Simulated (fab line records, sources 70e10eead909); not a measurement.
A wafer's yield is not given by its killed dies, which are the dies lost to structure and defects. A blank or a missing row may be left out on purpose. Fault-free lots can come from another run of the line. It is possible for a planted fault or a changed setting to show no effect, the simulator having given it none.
Commonality check across tools -- flow nandHarc -- Sample size 11 lots and 36 wafers

== REASON FOR OPENING ==
Flagged at NHARC_P_GATE_CD_MEAS_59: reading cdNm, on 1 of 11 lots. No-fault wafers: 719.8 nm, standard deviation 1.2.
Rule: a lot is flagged when every wafer of it that has a number lies more than 4 standard deviations from that mean, or none has a number. All remaining lots are regarded as sound.

lot,measured,on,"cdNm (nm), wafer by wafer",flag
L539,day 5 12:11,cdSem-02,719.9 719.0 719.4,
L540,day 6 02:04,cdSem-03,718.4 720.3 720.1,
L545,day 8 01:09,cdSem-01,727.7 728.2 727.3 727.4 728.4 727.8,FLAGGED
L553,day 11 21:19,cdSem-03,717.6 719.3 718.8,
L554,day 12 03:35,cdSem-03,719.5 719.0 718.2,
L556,day 12 16:53,cdSem-02,719.9 720.0 719.8,
L558,day 13 12:03,cdSem-03,719.1 718.2 718.0,
L559,day 13 19:29,cdSem-01,719.8 719.9 719.4,
L560,day 14 06:43,cdSem-02,718.6 722.1 720.7,
L561,day 15 01:53,cdSem-01,718.6 718.6 721.6,
L562,day 15 07:29,cdSem-01,719.3 717.2 720.4,
The numbers of the flagged lots are 727.8 nm on average: +8.0 nm against the usual, or +7 standard deviations.

== WHICH TOOL EACH LOT WENT THROUGH ==
Before the reading, the record contains 4 process steps out of a 1302-step route. Each cell gives the tool, then ch followed by the chambers the sampled wafers passed through, then the start.
lot,flag,NHARC_P_STI_ETCH_15,NHARC_P_GATE_HM_OPEN_105,NHARC_P_GATE_DESCUM_48,NHARC_P_GATE_EXPOSE_56
L539,,"rieSi-01 ch 0,3, day 2 20:47","rieDiel-07 ch 1,2,3, day 5 10:37 or earlier","rieDiel-04 ch 0,1,3, day 5 10:37","krfScanner-02 ch 0, day 5 12:01"
L540,,"rieSi-04 ch 0,2,3, day 3 08:35","rieDiel-04 ch 0,3, day 6 00:37 or earlier","rieDiel-04 ch 0,2, day 6 00:37","krfScanner-02 ch 0, day 6 01:54"
L545,FLAGGED,"rieSi-01 ch 0,2, day 5 09:46","rieDiel-07 ch 0,1,2, day 7 23:34 or earlier","rieDiel-04 ch 0,1,3, day 7 23:34","krfScanner-04 ch 0, day 8 01:00"
L553,,"rieSi-04 ch 0,3, day 8 14:55","rieDiel-12 ch 1,3, day 11 19:40 or earlier","rieDiel-04 ch 2,3, day 11 19:40","krfScanner-03 ch 0, day 11 21:09"
L554,,"rieSi-04 ch 0,1,3, day 9 04:21","rieDiel-07 ch 0,3, day 12 02:07 or earlier","rieDiel-07 ch 1,2,3, day 12 02:07","krfScanner-03 ch 0, day 12 03:26"
L556,,"rieSi-01 ch 0,1,3, day 10 00:25","rieDiel-12 ch 0,3, day 12 15:26 or earlier","rieDiel-07 ch 0,1, day 12 15:26","krfScanner-03 ch 0, day 12 16:44"
L558,,"rieSi-01 ch 1,2,3, day 10 17:08","rieDiel-04 ch 0,1,3, day 13 10:34 or earlier","rieDiel-04 ch 0,1,2, day 13 10:34","krfScanner-03 ch 0, day 13 11:53"
L559,,"rieSi-05 ch 1,3, day 11 02:47","rieDiel-07 ch 0,1,2, day 13 17:48 or earlier","rieDiel-12 ch 0,1,2, day 13 17:48","krfScanner-02 ch 0, day 13 19:20"
L560,,"rieSi-05 ch 0,1,2, day 11 14:58","rieDiel-07 ch 0,2, day 14 05:15 or earlier","rieDiel-04 ch 0,2, day 14 05:15","krfScanner-02 ch 0, day 14 06:34"
L561,,"rieSi-05 ch 1,2, day 12 01:11","rieDiel-12 ch 0,2, day 15 00:17 or earlier","rieDiel-07 ch 0,1, day 15 00:17","krfScanner-04 ch 0, day 15 01:44"
L562,,"rieSi-05 ch 0,1, day 12 09:24","rieDiel-07 ch 0,1,3, day 15 05:52 or earlier","rieDiel-12 ch 0,2,3, day 15 05:52","krfScanner-03 ch 0, day 15 07:19"
What is done by these steps:
- NHARC_P_STI_ETCH_15: etches the open film in HBr/Cl2, target depth 300 nm, time 100.1 s.
- NHARC_P_GATE_HM_OPEN_105: chemistry O2/COS, target depth 360 nm.
- NHARC_P_GATE_DESCUM_48: chemistry O2, time 3 s.
- NHARC_P_GATE_EXPOSE_56: exposes mask P PSD, target cd 720 nm.
- NHARC_P_GATE_CD_MEAS_59: target cd 720 nm.

== FLAGGED AGAINST TOTAL, ONE TOOL AT A TIME (gauges that did the reading follow at the end) ==
step,tool,lots run,flagged,share of the flagged lots,sound lots run after its first flagged lot
NHARC_P_STI_ETCH_15,rieSi-01,4,1,all,"2 (L556,L558)"
NHARC_P_STI_ETCH_15,rieSi-04,3,0,none,-
NHARC_P_STI_ETCH_15,rieSi-05,4,0,none,-
NHARC_P_GATE_HM_OPEN_105,rieDiel-04,2,0,none,-
NHARC_P_GATE_HM_OPEN_105,rieDiel-07,6,1,all,"4 (L554,L559,L560,L562)"
NHARC_P_GATE_HM_OPEN_105,rieDiel-12,3,0,none,-
NHARC_P_GATE_DESCUM_48,rieDiel-04,6,1,all,"3 (L553,L558,L560)"
NHARC_P_GATE_DESCUM_48,rieDiel-07,3,0,none,-
NHARC_P_GATE_DESCUM_48,rieDiel-12,2,0,none,-
NHARC_P_GATE_EXPOSE_56,krfScanner-02,4,0,none,-
NHARC_P_GATE_EXPOSE_56,krfScanner-03,5,0,none,-
NHARC_P_GATE_EXPOSE_56,krfScanner-04,2,1,all,1 (L561)
NHARC_P_GATE_CD_MEAS_59,cdSem-01,4,1,all,"3 (L559,L561,L562)"
NHARC_P_GATE_CD_MEAS_59,cdSem-02,3,0,none,-
NHARC_P_GATE_CD_MEAS_59,cdSem-03,4,0,none,-
NHARC_P_GATE_HM_OPEN_105 gives no start for some lots, so the hours and the order of its lots are those of NHARC_P_GATE_DESCUM_48.

== THE TABLE: WHAT IT ALLOWS ==
5 rows of the table ran every flagged lot: rieSi-01 at NHARC_P_STI_ETCH_15, rieDiel-07 at NHARC_P_GATE_HM_OPEN_105, rieDiel-04 at NHARC_P_GATE_DESCUM_48, krfScanner-04 at NHARC_P_GATE_EXPOSE_56, cdSem-01 at NHARC_P_GATE_CD_MEAS_59.
- rieSi-01 at NHARC_P_STI_ETCH_15: 1 of its 4 lots flagged. Lots that were sound ran on it after the first flagged one (L556, L558); a persistent fault on the entire tool would not allow that.
- rieDiel-07 at NHARC_P_GATE_HM_OPEN_105: 1 of its 6 lots flagged. Lots that were sound ran on it after the first flagged one (L554, L559, L560, L562); a persistent fault on the entire tool would not allow that.
- rieDiel-04 at NHARC_P_GATE_DESCUM_48: 1 of its 6 lots flagged. Lots that were sound ran on it after the first flagged one (L553, L558, L560); a persistent fault on the entire tool would not allow that.
- krfScanner-04 at NHARC_P_GATE_EXPOSE_56: 1 of its 2 lots flagged. Lots that were sound ran on it after the first flagged one (L561); a persistent fault on the entire tool would not allow that.
- cdSem-01 at NHARC_P_GATE_CD_MEAS_59: 1 of its 4 lots flagged. Lots that were sound ran on it after the first flagged one (L559, L561, L562); a persistent fault on the entire tool would not allow that.
No row of the table ran every flagged lot and no sound lot after the first.

== WHAT THE SIMULATOR PUT IN ==
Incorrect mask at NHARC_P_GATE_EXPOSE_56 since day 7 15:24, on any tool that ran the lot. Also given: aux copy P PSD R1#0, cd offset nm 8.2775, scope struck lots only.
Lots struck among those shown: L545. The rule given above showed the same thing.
